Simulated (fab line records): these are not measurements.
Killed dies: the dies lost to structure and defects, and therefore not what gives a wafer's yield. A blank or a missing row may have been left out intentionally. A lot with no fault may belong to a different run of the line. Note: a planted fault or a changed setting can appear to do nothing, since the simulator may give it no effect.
Which tool was responsible? :: flow n5Finfet :: 9 lots, 27 wafers sampled, at 3 steps of a route of 1938

WHAT EACH GAUGE READ, for each wafer
N5_BEOL_M4_RC_MEAS_101.
lot: L234
measured: day 8 01:25
on: prober-02
VT_N_LVT (mV): 97 104 94

lot: L235
measured: day 8 09:25
on: prober-02
VT_N_LVT (mV): 101 100 102

lot: L236
measured: day 8 23:57
on: prober-01
VT_N_LVT (mV): 100 98 104

lot: L240
measured: day 9 15:37
on: prober-02
VT_N_LVT (mV): 243 246 246

lot: L242
measured: day 9 19:12
on: prober-02
VT_N_LVT (mV): 218 216 220

lot: L252
measured: day 12 10:37
on: prober-02
VT_N_LVT (mV): 101 101 105

lot: L253
measured: day 13 01:37
on: prober-01
VT_N_LVT (mV): 99 98 102

lot: L255
measured: day 13 14:24
on: prober-02
VT_N_LVT (mV): 101 102 99

lot: L257
measured: day 13 18:08
on: prober-01
VT_N_LVT (mV): 97 100 99

WHICH TOOL RAN EACH LOT (tool, then ch and the chambers of the sampled wafers, then the start)
lot: L234
N5_SDB_DESCUM_16: rieDiel-01 ch 0,1,3, day 3 18:33
N5_HKMG_FIN_CVD_62: thermalCvdSi-01 ch 0,1,2, day 4 02:17

lot: L235
N5_SDB_DESCUM_16: rieDiel-06 ch 0,2,3, day 3 23:27
N5_HKMG_FIN_CVD_62: thermalCvdSi-02 ch 0,1, day 4 06:41

lot: L236
N5_SDB_DESCUM_16: rieDiel-01 ch 0,1,2, day 4 06:43
N5_HKMG_FIN_CVD_62: thermalCvdSi-01 ch 0,1, day 4 14:37

lot: L240
N5_SDB_DESCUM_16: rieDiel-05 ch 1,3, day 5 11:04
N5_HKMG_FIN_CVD_62: thermalCvdSi-02 ch 0,1,2, day 5 18:19

lot: L242
N5_SDB_DESCUM_16: rieDiel-01 ch 0,2, day 5 21:59
N5_HKMG_FIN_CVD_62: thermalCvdSi-02 ch 0,1, day 6 05:20

lot: L252
N5_SDB_DESCUM_16: rieDiel-06 ch 0,1,3, day 8 04:29
N5_HKMG_FIN_CVD_62: thermalCvdSi-01 ch 1,2, day 8 12:05

lot: L253
N5_SDB_DESCUM_16: rieDiel-06 ch 0,3, day 8 11:31
N5_HKMG_FIN_CVD_62: thermalCvdSi-02 ch 0,2, day 8 20:47

lot: L255
N5_SDB_DESCUM_16: rieDiel-05 ch 0,2,3, day 9 01:10
N5_HKMG_FIN_CVD_62: thermalCvdSi-02 ch 0,2, day 9 09:15

lot: L257
N5_SDB_DESCUM_16: rieDiel-05 ch 0,1,2, day 9 14:41
N5_HKMG_FIN_CVD_62: thermalCvdSi-02 ch 0,1, day 9 21:55
- N5_SDB_DESCUM_16: chemistry O2, time 7.9 s.
- N5_HKMG_FIN_CVD_62: deposits a-Si from Si2H6, target thk 3 nm, time 20.8 s.

THE ANSWER, worked out from the rows above alone
Rule: usual is defined by the lots themselves. The widest of any qualifying gaps counts: lots, ordered by their means at a reading, are off when they make up no more than a third of the lots, leave a main group of 4 or more, and stand apart from it by 3 or more times the standard deviation of that group's means. The tables above print the reading to a certain number of digits; a main group whose means all agree to those digits is not used. Also off: a lot with no number at a reading for which 4 or more lots have one. Any other lot the step has rows for is counted as sound.
Off: L240, L242, at N5_BEOL_M4_RC_MEAS_101 (VT_N_LVT). The main group: mean 100 mV, standard deviation 1.3.
A tool fits if, at a process step before that reading, it ran every lot that is off, and no sound lot after the first of them. Those tools and the gauges at N5_BEOL_M4_RC_MEAS_101 are tried in the same way. Not one of the candidates tried fits.

WHAT THE SIMULATOR PUT IN
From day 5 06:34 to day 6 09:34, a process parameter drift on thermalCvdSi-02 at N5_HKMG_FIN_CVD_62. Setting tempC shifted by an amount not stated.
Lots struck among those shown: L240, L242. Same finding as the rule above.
